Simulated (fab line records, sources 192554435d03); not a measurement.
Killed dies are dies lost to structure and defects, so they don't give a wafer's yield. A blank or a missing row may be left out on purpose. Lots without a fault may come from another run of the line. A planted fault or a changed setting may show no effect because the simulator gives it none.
Chamber matching | flow n5_finfet | N5_BEOL_M5_CO_CAP_78 on cvd_co-01: 3 sister chambers
The step material Co, precursor CCTBA/H2, target thk 2 nm, time 102.1 s. 6 wafers are shown with their chamber, then 7 later ones without.

WAFERS WITH THEIR CHAMBER
wafer  | chamber | heater_power_w (W)
L837.6 | 2       | 205
L838.4 | 1       | 190
L839.1 | 1       | 187
L839.5 | 2       | 207
L840.3 | 0       | 245
L840.4 | 0       | 241

WAFERS WITHOUT THEIR CHAMBER
wafer  | heater_power_w (W)
L840.5 | 188
L852.3 | 187
L852.5 | 214
L852.6 | 186
L853.1 | 184
L853.3 | 209
L853.5 | 211

WHICH CHAMBER EACH WENT THROUGH
wafer  | from the rows above | in truth
L840.5 | 1                   | 1
L852.3 | 1                   | 1
L852.5 | 2                   | 2
L852.6 | 1                   | 1
L853.1 | 1                   | 1
L853.3 | 2                   | 2
L853.5 | 2                   | 2
Placed correctly: 7 of 7. Can't be placed from these rows: 0. Placed wrongly: 0.
How it was worked out, from the rows above alone: a wafer's distance from a chamber is the root of the sum, over the readings, of the square of ((its reading less the chamber's mean) divided by the reading's scatter). The wafer belongs to the nearest chamber; if the next one is less than 2 further off, it can't be placed. A chamber's mean is the mean of its shown wafers. The scatter: the root of (the sum of the squares of (reading less its chamber's mean) over the shown wafers, divided by (wafers less chambers)).
